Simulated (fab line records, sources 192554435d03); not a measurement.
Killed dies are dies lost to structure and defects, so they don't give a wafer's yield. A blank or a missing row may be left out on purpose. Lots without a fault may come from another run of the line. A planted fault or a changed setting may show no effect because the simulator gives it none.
Tool commonality check | flow n5_finfet | 9 lots, 25 wafers sampled

WHY IT WAS OPENED
At N5_SD_EPI_N_INSPECT_26 the reading raw_defect_count is flagged on 2 of 9 lots. Wafers without a fault read 210, standard deviation 38.
Rule: a lot is flagged when every wafer of it that has a number lies more than 4 standard deviations from that mean, or none has a number. The other lots count as sound.

lot  | measured    | on                | raw_defect_count, wafer by wafer | flag
L177 | day 3 07:04 | defect_inspect-02 | 180 205 145                      |
L178 | day 3 10:30 | defect_inspect-01 | 166 181 141                      |
L183 | day 4 17:01 | defect_inspect-02 | 211 209 256                      |
L187 | day 5 21:05 | defect_inspect-02 | 286 234 216                      |
L191 | day 6 16:52 | defect_inspect-02 | 619 643 718                      | FLAGGED
L193 | day 7 05:38 | defect_inspect-01 | 625 539 620                      | FLAGGED
L196 | day 8 02:16 | defect_inspect-01 | 248 197                          |
L197 | day 8 06:28 | defect_inspect-01 | 231 207 218                      |
L199 | day 9 00:34 | defect_inspect-01 | 183 173                          |
The numbers of the flagged lots are 627 on average: +417 against the usual, or +11 standard deviations.

WHICH TOOL RAN EACH LOT
The record holds 4 process steps before the reading, out of a route of 1938 steps. In each cell: the tool, then ch and the chambers that the sampled wafers went through, then the start.
lot  | flag    | N5_DUMMY_GATE_STRIP_40            | N5_DUMMY_GATE_STRIP_48            | N5_SPACER0_ALD_08                | N5_SD_EPI_N_STRIP_38
L177 |         | rie_diel-02 ch 0,2,3, day 3 01:05 | rie_diel-03 ch 0,1,3, day 3 01:44 | ald_sin-03 ch 0,1, day 3 02:29   | plasma_asher-02 ch 0,1, day 3 03:56
L178 |         | rie_diel-04 ch 0,1, day 3 04:37   | rie_diel-04 ch 0,2,3, day 3 05:15 | ald_sin-03 ch 0,2,3, day 3 05:53 | plasma_asher-02 ch 0,1, day 3 07:19
L183 |         | rie_diel-03 ch 1,2, day 4 10:59   | rie_diel-03 ch 0,2,3, day 4 11:38 | ald_sin-04 ch 0,1, day 4 12:29   | plasma_asher-02 ch 0,1, day 4 13:51
L187 |         | rie_diel-04 ch 1,3, day 5 14:11   | rie_diel-02 ch 0,1,3, day 5 14:49 | ald_sin-03 ch 1,2,3, day 5 15:28 | plasma_asher-02 ch 0,1, day 5 17:19
L191 | FLAGGED | rie_diel-02 ch 0,2,3, day 6 09:34 | rie_diel-03 ch 0,1,2, day 6 10:12 | ald_sin-01 ch 0,2,3, day 6 10:50 | plasma_asher-02 ch 0,1, day 6 12:56
L193 | FLAGGED | rie_diel-03 ch 0,1,2, day 6 23:04 | rie_diel-03 ch 0,1,3, day 6 23:42 | ald_sin-01 ch 0,1,2, day 7 00:20 | plasma_asher-02 ch 0,1, day 7 02:27
L196 |         | rie_diel-02 ch 2, day 7 19:57     | rie_diel-04 ch 0,1, day 7 20:39   | ald_sin-03 ch 2,3, day 7 21:34   | plasma_asher-01 ch 0,1, day 7 23:01
L197 |         | rie_diel-04 ch 0,3, day 8 00:43   | rie_diel-03 ch 0,2, day 8 01:22   | ald_sin-01 ch 0,1,2, day 8 01:59 | plasma_asher-01 ch 0, day 8 03:18
L199 |         | rie_diel-03 ch 0,1, day 8 15:43   | rie_diel-03 ch 2, day 8 16:24     | ald_sin-03 ch 3, day 8 18:51     | plasma_asher-01 ch 0, day 8 20:17
What these steps do:
- N5_DUMMY_GATE_STRIP_40: strips in CF4.
- N5_DUMMY_GATE_STRIP_48: strips in N2/H2, time 20 s.
- N5_SPACER0_ALD_08: deposits SiNx, target thk 2 nm.
- N5_SD_EPI_N_STRIP_38: strips in N2/H2.
- N5_SD_EPI_N_INSPECT_26: inspects for defects (darkfield).

FLAGGED OVER TOTAL, TOOL BY TOOL (the gauges that took the reading come last)
step                   | tool              | lots run | flagged | share of the flagged lots | sound lots run after its first flagged lot
N5_DUMMY_GATE_STRIP_40 | rie_diel-02       | 3        | 1       | some                      | 1 (L196)
N5_DUMMY_GATE_STRIP_40 | rie_diel-03       | 3        | 1       | some                      | 1 (L199)
N5_DUMMY_GATE_STRIP_40 | rie_diel-04       | 3        | 0       | none                      | -
N5_DUMMY_GATE_STRIP_48 | rie_diel-02       | 1        | 0       | none                      | -
N5_DUMMY_GATE_STRIP_48 | rie_diel-03       | 6        | 2       | all                       | 2 (L197,L199)
N5_DUMMY_GATE_STRIP_48 | rie_diel-04       | 2        | 0       | none                      | -
N5_SPACER0_ALD_08      | ald_sin-01        | 3        | 2       | all                       | 1 (L197)
N5_SPACER0_ALD_08      | ald_sin-03        | 5        | 0       | none                      | -
N5_SPACER0_ALD_08      | ald_sin-04        | 1        | 0       | none                      | -
N5_SD_EPI_N_STRIP_38   | plasma_asher-01   | 3        | 0       | none                      | -
N5_SD_EPI_N_STRIP_38   | plasma_asher-02   | 6        | 2       | all                       | 0
N5_SD_EPI_N_INSPECT_26 | defect_inspect-01 | 5        | 1       | some                      | 3 (L196,L197,L199)
N5_SD_EPI_N_INSPECT_26 | defect_inspect-02 | 4        | 1       | some                      | 0

WHAT THE TABLE ALLOWS
3 rows of the table ran every flagged lot: rie_diel-03 at N5_DUMMY_GATE_STRIP_48, ald_sin-01 at N5_SPACER0_ALD_08, plasma_asher-02 at N5_SD_EPI_N_STRIP_38.
- rie_diel-03 at N5_DUMMY_GATE_STRIP_48: 2 of its 6 lots flagged. Sound lots ran on it after the first flagged one (L197, L199), which a lasting fault on the whole tool wouldn't allow.
- ald_sin-01 at N5_SPACER0_ALD_08: 2 of its 3 lots flagged. Sound lots ran on it after the first flagged one (L197), which a lasting fault on the whole tool wouldn't allow.
- plasma_asher-02 at N5_SD_EPI_N_STRIP_38: 2 of its 6 lots flagged. Its last sound lot is L187 (day 5 17:19), its first flagged lot L191 (day 6 12:56): a fault that began between those two fits.
One tool is left: plasma_asher-02 at N5_SD_EPI_N_STRIP_38.

WHAT THE SIMULATOR HAD PUT IN
Chamber particle source: plasma_asher-02, from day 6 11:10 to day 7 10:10, at N5_SD_EPI_N_STRIP_38. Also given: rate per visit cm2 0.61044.
Lots struck among those shown: L191, L193. The rule above found the same.
